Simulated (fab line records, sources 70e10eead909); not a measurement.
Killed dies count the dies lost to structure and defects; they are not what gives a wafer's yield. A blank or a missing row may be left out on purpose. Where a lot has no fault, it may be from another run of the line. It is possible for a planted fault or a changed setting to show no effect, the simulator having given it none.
The tool behind it: which one? || flow nand harc || 13 lots, 39 wafers sampled, at 6 steps of a route of 1159

WHAT THE GAUGES READ, wafer by wafer
NHARC_A_ONON_D1_THK_MEAS_18: measures by ellipsometry. Usual: thk nm reads 997 nm (standard deviation 10).
{"lot": "L196", "measured": "day 7 16:48", "on": "film metro-01", "thk nm (nm)": "990 990 989", "flag": ""}
{"lot": "L198", "measured": "day 8 06:56", "on": "film metro-02", "thk nm (nm)": "1007 1007 1006", "flag": ""}
{"lot": "L197", "measured": "day 8 06:57", "on": "film metro-01", "thk nm (nm)": "988 986 987", "flag": ""}
{"lot": "L199", "measured": "day 8 23:40", "on": "film metro-01", "thk nm (nm)": "999 997 999", "flag": ""}
{"lot": "L202", "measured": "day 9 16:21", "on": "film metro-02", "thk nm (nm)": "999 998 997", "flag": ""}
{"lot": "L205", "measured": "day 10 06:59", "on": "film metro-02", "thk nm (nm)": "1011 1011 1011", "flag": ""}
{"lot": "L207", "measured": "day 11 01:20", "on": "film metro-02", "thk nm (nm)": "993 995 993", "flag": ""}
{"lot": "L206", "measured": "day 11 20:08", "on": "film metro-01", "thk nm (nm)": "979 980 981", "flag": ""}
{"lot": "L216", "measured": "day 12 14:56", "on": "film metro-02", "thk nm (nm)": "995 993 993", "flag": ""}
{"lot": "L213", "measured": "day 12 14:56", "on": "film metro-01", "thk nm (nm)": "1010 1011 1009", "flag": ""}
{"lot": "L218", "measured": "day 13 09:37", "on": "film metro-01", "thk nm (nm)": "992 996 995", "flag": ""}
{"lot": "L219", "measured": "day 13 09:38", "on": "film metro-01", "thk nm (nm)": "1002 1004 1003", "flag": ""}
{"lot": "L217", "measured": "day 13 09:58", "on": "film metro-01", "thk nm (nm)": "1002 1004 1003", "flag": ""}

NHARC_A_ONON_D1_THK_MEAS_30: measures by ellipsometry. Usual: thk nm reads 998 nm (standard deviation 10).
{"lot": "L196", "measured": "day 7 19:04", "on": "film metro-02", "thk nm (nm)": "1010 1009 1008", "flag": ""}
{"lot": "L198", "measured": "day 8 09:12", "on": "film metro-01", "thk nm (nm)": "998 999 999", "flag": ""}
{"lot": "L197", "measured": "day 8 09:15", "on": "film metro-01", "thk nm (nm)": "1008 1009 1007", "flag": ""}
{"lot": "L199", "measured": "day 9 01:56", "on": "film metro-01", "thk nm (nm)": "998 997 999", "flag": ""}
{"lot": "L202", "measured": "day 9 18:40", "on": "film metro-02", "thk nm (nm)": "1006 1005 1006", "flag": ""}
{"lot": "L205", "measured": "day 10 09:14", "on": "film metro-01", "thk nm (nm)": "1006 672 1008", "flag": "OFF"}
{"lot": "L207", "measured": "day 11 03:35", "on": "film metro-01", "thk nm (nm)": "994 993 994", "flag": ""}
{"lot": "L206", "measured": "day 11 22:24", "on": "film metro-01", "thk nm (nm)": "992 655 991", "flag": "OFF"}
{"lot": "L216", "measured": "day 12 17:14", "on": "film metro-01", "thk nm (nm)": "995 995 994", "flag": ""}
{"lot": "L213", "measured": "day 12 17:13", "on": "film metro-01", "thk nm (nm)": "1004 1002 1002", "flag": ""}
{"lot": "L218", "measured": "day 13 11:52", "on": "film metro-01", "thk nm (nm)": "994 991 992", "flag": ""}
{"lot": "L219", "measured": "day 13 12:01", "on": "film metro-01", "thk nm (nm)": "997 996 996", "flag": ""}
{"lot": "L217", "measured": "day 13 12:14", "on": "film metro-01", "thk nm (nm)": "996 995 995", "flag": ""}

NHARC_A_CHANNEL_HOLE_D1_CD_MEAS_10: target cd 100 nm. Usual: cd nm reads 100.0 nm (standard deviation 0.48).
{"lot": "L196", "measured": "day 7 22:37", "on": "cd sem-01", "cd nm (nm)": "100.0 99.8 99.3", "flag": ""}
{"lot": "L198", "measured": "day 8 15:17", "on": "cd sem-01", "cd nm (nm)": "99.7 99.6 100.3", "flag": ""}
{"lot": "L197", "measured": "day 8 15:34", "on": "cd sem-01", "cd nm (nm)": "100.8 100.1 99.9", "flag": ""}
{"lot": "L199", "measured": "day 9 05:14", "on": "cd sem-01", "cd nm (nm)": "99.8 99.8 100.0", "flag": ""}
{"lot": "L202", "measured": "day 9 22:24", "on": "cd sem-01", "cd nm (nm)": "99.2 99.1 99.6", "flag": ""}
{"lot": "L205", "measured": "day 10 15:14", "on": "cd sem-01", "cd nm (nm)": "99.5 99.4", "flag": ""}
{"lot": "L207", "measured": "day 11 07:26", "on": "cd sem-02", "cd nm (nm)": "100.1 99.9 100.5", "flag": ""}
{"lot": "L206", "measured": "day 12 01:31", "on": "cd sem-03", "cd nm (nm)": "100.5 99.9", "flag": ""}
{"lot": "L216", "measured": "day 12 21:38", "on": "cd sem-02", "cd nm (nm)": "99.9 99.7 100.1", "flag": ""}
{"lot": "L213", "measured": "day 12 21:25", "on": "cd sem-01", "cd nm (nm)": "100.7 100.7 100.5", "flag": ""}
{"lot": "L218", "measured": "day 13 18:25", "on": "cd sem-01", "cd nm (nm)": "100.4 100.1 100.1", "flag": ""}
{"lot": "L219", "measured": "day 13 18:43", "on": "cd sem-02", "cd nm (nm)": "100.8 100.6 100.3", "flag": ""}
{"lot": "L217", "measured": "day 13 20:26", "on": "cd sem-01", "cd nm (nm)": "100.1 100.4 100.0", "flag": ""}

NHARC_END_SORT_01. Usual: killed at array 29, standard deviation 11; killed at other 0.6, standard deviation 0.92; killed at periphery 3.2, standard deviation 2; killed dies 33, standard deviation 11; killed open 3.2, standard deviation 2; killed short 1.9, standard deviation 1.5.
{"lot": "L205", "measured": "day 21 13:43", "on": "prober-02", "killed at array": "17 675 9", "killed at other": "0 1 0", "killed at periphery": "3 1 4", "killed dies": "20 677 13", "killed open": "2 4 0", "killed short": "4 3 3", "flag": "OFF"}
{"lot": "L206", "measured": "day 22 16:13", "on": "prober-01", "killed at array": "29 673 37", "killed at other": "0 0 0", "killed at periphery": "7 4 4", "killed dies": "36 677 41", "killed open": "8 7 6", "killed short": "2 2 1", "flag": "OFF"}

WHICH TOOL RAN EACH LOT (tool, then ch and the chambers of the sampled wafers, then the start)
{"lot": "L196", "NHARC_A_ONON_D1_DEP_28": "pecvd onon-01 ch 0, day 7 18:36", "NHARC_A_CHANNEL_HOLE_D1_DESCUM_15": "rie diel-09 ch 0,2,3, day 7 22:49"}
{"lot": "L198", "NHARC_A_ONON_D1_DEP_28": "pecvd onon-04 ch 0, day 8 08:45", "NHARC_A_CHANNEL_HOLE_D1_DESCUM_15": "rie diel-09 ch 1,3, day 8 15:28"}
{"lot": "L197", "NHARC_A_ONON_D1_DEP_28": "pecvd onon-01 ch 0, day 8 08:44", "NHARC_A_CHANNEL_HOLE_D1_DESCUM_15": "rie diel-07 ch 0,1,3, day 8 15:46"}
{"lot": "L199", "NHARC_A_ONON_D1_DEP_28": "pecvd onon-02 ch 0, day 9 01:26", "NHARC_A_CHANNEL_HOLE_D1_DESCUM_15": "rie diel-09 ch 0,2,3, day 9 05:26"}
{"lot": "L202", "NHARC_A_ONON_D1_DEP_28": "pecvd onon-01 ch 0, day 9 18:10", "NHARC_A_CHANNEL_HOLE_D1_DESCUM_15": "rie diel-07 ch 0,1, day 9 22:36"}
{"lot": "L205", "NHARC_A_ONON_D1_DEP_28": "pecvd onon-02 ch 0, day 10 08:47", "NHARC_A_CHANNEL_HOLE_D1_DESCUM_15": "rie diel-03 ch 1,3, day 10 15:26"}
{"lot": "L207", "NHARC_A_ONON_D1_DEP_28": "pecvd onon-01 ch 0, day 11 03:05", "NHARC_A_CHANNEL_HOLE_D1_DESCUM_15": "rie diel-03 ch 2,3, day 11 07:37"}
{"lot": "L206", "NHARC_A_ONON_D1_DEP_28": "pecvd onon-02 ch 0, day 11 21:56", "NHARC_A_CHANNEL_HOLE_D1_DESCUM_15": "rie diel-03 ch 1,3, day 12 01:43"}
{"lot": "L216", "NHARC_A_ONON_D1_DEP_28": "pecvd onon-01 ch 0, day 12 16:43", "NHARC_A_CHANNEL_HOLE_D1_DESCUM_15": "rie diel-09 ch 0,1, day 12 21:49"}
{"lot": "L213", "NHARC_A_ONON_D1_DEP_28": "pecvd onon-04 ch 0, day 12 16:52", "NHARC_A_CHANNEL_HOLE_D1_DESCUM_15": "rie diel-07 ch 2,3, day 12 21:36"}
{"lot": "L218", "NHARC_A_ONON_D1_DEP_28": "pecvd onon-01 ch 0, day 13 11:22", "NHARC_A_CHANNEL_HOLE_D1_DESCUM_15": "rie diel-09 ch 0,1,2, day 13 18:36"}
{"lot": "L219", "NHARC_A_ONON_D1_DEP_28": "pecvd onon-04 ch 0, day 13 11:34", "NHARC_A_CHANNEL_HOLE_D1_DESCUM_15": "rie diel-07 ch 0,2, day 13 18:53"}
{"lot": "L217", "NHARC_A_ONON_D1_DEP_28": "pecvd onon-01 ch 0, day 13 11:47", "NHARC_A_CHANNEL_HOLE_D1_DESCUM_15": "rie diel-03 ch 0,1,2, day 13 20:37"}
- NHARC_A_ONON_D1_DEP_28: target thk 1000 nm.
- NHARC_A_CHANNEL_HOLE_D1_DESCUM_15: chemistry O2, time 3 s.

AS READ BY THE TOOLS THEMSELVES (means over the sampled wafers that have a number; for cases with no such wafer, the mark the record gives instead)
NHARC_A_CHANNEL_HOLE_D1_DESCUM_15. Usual: drypump motor current A 5.8 A, standard deviation 0.51; oes product au 0.998 a.u., standard deviation 0.0071; rf vpp V 57.7 V, standard deviation 0.82; showerhead plenum p Torr 1.90 Torr, standard deviation 0.044; throttle valve pct 11.312 %, standard deviation 0.0094.
{"lot": "L196", "tool": "rie diel-09", "drypump motor current A (A)": 6.2, "oes product au (a.u.)": 0.996, "rf vpp V (V)": 57.8, "showerhead plenum p Torr (Torr)": 1.91, "throttle valve pct (%)": 11.320, "flag": ""}
{"lot": "L198", "tool": "rie diel-09", "drypump motor current A (A)": 6.1, "oes product au (a.u.)": 0.996, "rf vpp V (V)": 58.1, "showerhead plenum p Torr (Torr)": 1.89, "throttle valve pct (%)": 11.315, "flag": ""}
{"lot": "L197", "tool": "rie diel-07", "drypump motor current A (A)": 6.0, "oes product au (a.u.)": 1.005, "rf vpp V (V)": 58.2, "showerhead plenum p Torr (Torr)": 1.87, "throttle valve pct (%)": 11.318, "flag": ""}
{"lot": "L199", "tool": "rie diel-09", "drypump motor current A (A)": 6.2, "oes product au (a.u.)": 1.004, "rf vpp V (V)": 57.7, "showerhead plenum p Torr (Torr)": 1.91, "throttle valve pct (%)": 11.312, "flag": ""}
{"lot": "L202", "tool": "rie diel-07", "drypump motor current A (A)": 5.7, "oes product au (a.u.)": 1.004, "rf vpp V (V)": 58.0, "showerhead plenum p Torr (Torr)": 1.89, "throttle valve pct (%)": 11.311, "flag": ""}
{"lot": "L205", "tool": "rie diel-03", "drypump motor current A (A)": 5.7, "oes product au (a.u.)": 0.996, "rf vpp V (V)": 58.0, "showerhead plenum p Torr (Torr)": 1.90, "throttle valve pct (%)": 11.308, "flag": ""}
{"lot": "L207", "tool": "rie diel-03", "drypump motor current A (A)": 5.1, "oes product au (a.u.)": 0.998, "rf vpp V (V)": 57.3, "showerhead plenum p Torr (Torr)": 1.93, "throttle valve pct (%)": 11.317, "flag": ""}
{"lot": "L206", "tool": "rie diel-03", "drypump motor current A (A)": 5.7, "oes product au (a.u.)": 0.998, "rf vpp V (V)": 57.0, "showerhead plenum p Torr (Torr)": 1.90, "throttle valve pct (%)": 11.326, "flag": ""}
{"lot": "L216", "tool": "rie diel-09", "drypump motor current A (A)": 6.1, "oes product au (a.u.)": 1.001, "rf vpp V (V)": 57.8, "showerhead plenum p Torr (Torr)": 1.84, "throttle valve pct (%)": 11.311, "flag": ""}
{"lot": "L213", "tool": "rie diel-07", "drypump motor current A (A)": 6.2, "oes product au (a.u.)": 0.993, "rf vpp V (V)": 57.6, "showerhead plenum p Torr (Torr)": 1.87, "throttle valve pct (%)": 11.315, "flag": ""}
{"lot": "L218", "tool": "rie diel-09", "drypump motor current A (A)": 6.1, "oes product au (a.u.)": 0.992, "rf vpp V (V)": 58.0, "showerhead plenum p Torr (Torr)": 1.86, "throttle valve pct (%)": 11.307, "flag": ""}
{"lot": "L219", "tool": "rie diel-07", "drypump motor current A (A)": 5.4, "oes product au (a.u.)": 1.004, "rf vpp V (V)": 57.7, "showerhead plenum p Torr (Torr)": 1.89, "throttle valve pct (%)": 11.310, "flag": ""}
{"lot": "L217", "tool": "rie diel-03", "drypump motor current A (A)": 5.3, "oes product au (a.u.)": 1.004, "rf vpp V (V)": 58.1, "showerhead plenum p Torr (Torr)": 1.92, "throttle valve pct (%)": 11.314, "flag": ""}

THE ANSWER, worked out from the rows above alone
Rule: lot off if the mean of its wafers having a number is beyond 3 standard deviations from the usual mean. A lot without any number at a reading at which 4 lots or more have one is off too. The other lots that the step has rows for count as sound. The gauges are gone through in route order, then the tools' own readings, and for those a lot's mean is taken as printed above. The first step at which some lot is off is used, and at that step the reading that is off furthest; a lot without a number counts as furthest.
Off at NHARC_A_ONON_D1_THK_MEAS_30 (thk nm): L205, L206.
A tool fits if, at a process step before that reading, it ran every lot that is off, and no sound lot after the first of them. The gauges at NHARC_A_ONON_D1_THK_MEAS_30 aren't tried: what is off there is off at NHARC_END_SORT_01 too, on other tools, and a gauge's error can't cause that. One fits: NHARC_A_ONON_D1_DEP_28 on pecvd onon-02. Its last sound lot is L199 (day 9 01:26), its first lot that is off L205 (day 10 08:47): a fault that began between those two fits.

WHAT WAS PUT IN BY THE SIMULATOR
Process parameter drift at NHARC_A_ONON_D1_DEP_28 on pecvd onon-02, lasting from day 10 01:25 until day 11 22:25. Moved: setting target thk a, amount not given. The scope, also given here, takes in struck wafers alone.
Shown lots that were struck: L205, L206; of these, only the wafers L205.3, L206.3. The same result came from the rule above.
